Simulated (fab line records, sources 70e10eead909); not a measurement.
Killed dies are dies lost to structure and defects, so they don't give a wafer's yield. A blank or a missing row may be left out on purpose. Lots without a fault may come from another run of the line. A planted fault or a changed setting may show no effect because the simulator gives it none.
Problem report in the 8D (eight disciplines) form, filled by code | flow nand_harc | the parts of the form that need people (team, actions taken, sign-off) are left out

1. THE PROBLEM
killed_at_array at NHARC_END_SORT_01 reads a mean of 674 on 3 wafers of 3 lots; wafers without a fault read 26 with a standard deviation of 10. That is +65 standard deviations from the usual mean.
First seen on wafer L336.2, day 23 07:02, on prober-01. The record holds 7 wafers of 3 lots with a number at this step. Rule for "out", or "out of limits": more than 4 standard deviations from the usual mean. The other wafers with a number count as sound.

2. WHAT IT IS AND WHAT IT IS NOT
question                    | is                           | is not
which readings at this step | killed_at_array, killed_dies | killed_at_other, killed_at_periphery, killed_open, killed_short
which lots                  | L336, L337, L340             | -
which wafers of those lots  | L336.2, L337.1, L340.1       | L336.3, L336.5, L337.3, L340.6
read on which gauges        | prober-01, prober-02         | -
when                        | from day 23 07:02            | up to then (0 sound wafers); but 4 sound wafers of L336, L337, L340 came after

3. SUSPECTS, AND WHAT RULES EACH OUT
Counting: a tool at a process step up to the reading stays a suspect if it ran every lot that is out. Sound lots after the first of them don't rule it out here, since some wafers of a struck lot are sound.
- the gauge at NHARC_END_SORT_01: ruled out. The wafers that are out were read on 2 gauges (prober-01, prober-02).
- ald_metal-02 at NHARC_A_WL_FILL_ALD_19 (deposits TiN, target thk 2 nm, pulse time 3 s, ald cycles 100): kept. It ran every lot that is out, first L336 (day 19 20:22).
- Within ald_metal-02 at NHARC_A_WL_FILL_ALD_19: the wafers that are out ran in chamber 0; their sound lot-mates ran in chambers 2, 3.
Left after counting: ald_metal-02 at NHARC_A_WL_FILL_ALD_19.

4. THE CAUSE (what the simulator had put in)
Process parameter drift: ald_metal-02, from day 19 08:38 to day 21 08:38, at NHARC_A_WL_FILL_ALD_19. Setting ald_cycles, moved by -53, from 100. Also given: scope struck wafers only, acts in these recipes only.
Counting left only this tool.

5. THE CHAIN OF EFFECTS, in route order
Each row: a reading whose mean over the struck wafers that have a number lies more than 3 standard deviations from the usual. Only readings for which the record gives a usual standard deviation are gone through. hours: the time from each lot's start at the first step in this table that gives one to its start at this step, as a median over the lots. sigmas: the change in usual standard deviations.
hours | step              | reading         | usual | on struck wafers | change | sigmas
0     | NHARC_END_SORT_01 | killed_at_array | 26    | 674              | +648   | +65
0     | NHARC_END_SORT_01 | killed_dies     | 29    | 677              | +648   | +59

6. WHAT WOULD HAVE CAUGHT IT SOONER
In this record the first reading out of limits at a measuring or inspecting step was taken at day 23 07:02, 94 hours after the fault began at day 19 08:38.
Of the tool readings at NHARC_A_WL_FILL_ALD_19 for which the record gives a usual standard deviation, none was out on any struck wafer, so an alarm limit of 4 standard deviations on them would not have fired.
All the lots that are out (3) had begun NHARC_A_WL_FILL_ALD_19 on ald_metal-02 by day 23 07:02. A hold on the tool at that time would have spared none of them.
